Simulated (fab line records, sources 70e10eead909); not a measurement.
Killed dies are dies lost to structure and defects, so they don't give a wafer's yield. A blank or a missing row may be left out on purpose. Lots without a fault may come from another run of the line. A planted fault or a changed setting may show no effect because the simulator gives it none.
A struck lot beside a sound one | flow nand_harc | 16 steps out of a route of 1302
Sound: wafers L508.2, L508.3, L508.6. Struck: wafers L515.1, L515.3, L515.4. The cause comes at the end.
At each step with rows: each side's tool, then ch and its chambers, then its first start. Under that, the readings that differ: sound wafers | struck wafers | difference of the means | sigmas: that difference in standard deviations of wafers without a fault.
alike: readings whose means differ by less than 2 such deviations, and words and numbers that are the same on both sides. not compared: withheld readings, readings that some wafer has no value for, bounds like >300 that may hide the same value, and numbers for which the record gives no deviation and whose values overlap.
The two part at a step that has a row with sigmas, a row that says differs or no value, or rows on one side only. Numbers that don't overlap but have no deviation are shown without sigmas and don't part them. A reading that every wafer of one side lacks parts them only if that side has two wafers or more.

first, 1 step without rows for these wafers: NHARC_A_DECK1_JOINT_SRD_15.
NHARC_A_DECK1_JOINT_DEP_16: deposits SiO2, target thk 45 nm.
  sound on pecvd-04 ch 1,2, day 13 21:28; struck on pecvd-02 ch 0,1,2, day 17 17:38
  alike: heater_power_w, throttle_valve_pct
NHARC_A_DECK1_JOINT_THK_MEAS_17: measures by ellipsometry.
  sound on film_metro-02, day 13 21:44; struck on film_metro-02, day 17 17:55
  alike: thk_nm
NHARC_A_DECK1_JOINT_INSPECT_05:
  sound on defect_inspect-02, day 13 21:46; struck on defect_inspect-02, day 17 17:56
  alike: raw_defect_count
then, 1 step without rows for these wafers: NHARC_A_ONON_D2_DEP_00 (target thk 1000 nm).
NHARC_A_ONON_D2_THK_MEAS_02: measures by ellipsometry.
  sound on film_metro-01, day 13 22:21; struck on film_metro-01, day 17 18:31
  reading     | sound          | struck      | difference | sigmas
  thk_nm (nm) | 1022 1020 1020 | 994 998 994 | -25        | -3
then, 1 step without rows for these wafers: NHARC_A_ONON_D2_DEP_03 (target thk 1000 nm).
NHARC_A_ONON_D2_THK_MEAS_05: measures by ellipsometry.
  sound on film_metro-01, day 13 22:55; struck on film_metro-02, day 17 19:06
  alike: thk_nm
then, 1 step without rows for these wafers: NHARC_A_ONON_D2_DEP_06 (target thk 1000 nm).
NHARC_A_ONON_D2_THK_MEAS_08: measures by ellipsometry.
  sound on film_metro-02, day 13 23:28; struck on film_metro-01, day 17 19:40
  alike: thk_nm
then, 1 step without rows for these wafers: NHARC_A_ONON_D2_DEP_09 (target thk 1000 nm).
NHARC_A_ONON_D2_THK_MEAS_11: measures by ellipsometry.
  sound on film_metro-02, day 14 00:02; struck on film_metro-01, day 17 20:14
  alike: thk_nm
NHARC_A_ONON_D2_DEP_12: target thk 1000 nm.
  sound on pecvd_onon-02 ch 0, day 14 00:17; struck on pecvd_onon-01 ch 0, day 17 20:18
  alike: n2o_flow_sccm
NHARC_A_ONON_D2_THK_MEAS_14: measures by ellipsometry.
  sound on film_metro-01, day 14 00:44; struck on film_metro-02, day 17 20:48
  reading     | sound          | struck         | difference | sigmas
  thk_nm (nm) | 1006 1007 1007 | 1886 1887 1886 | +880       | +80
then, 1 step without rows for these wafers: NHARC_A_ONON_D2_ANNEAL_15 (time 3600 s).
-- the record jumps here: 12 days lie between the struck wafers' starts before and after (it left off in module A_ONON_D2 and takes up again in module END, whose first step shown is number 1302 of the route) --
NHARC_END_SORT_01:
  the record has rows for the struck wafers here (prober-01 ch 0, day 29 08:57) and none for the sound ones

WHERE THEY PART
First at NHARC_A_ONON_D2_THK_MEAS_02; last, within this record, at NHARC_END_SORT_01.

WHY: what the simulator had put in
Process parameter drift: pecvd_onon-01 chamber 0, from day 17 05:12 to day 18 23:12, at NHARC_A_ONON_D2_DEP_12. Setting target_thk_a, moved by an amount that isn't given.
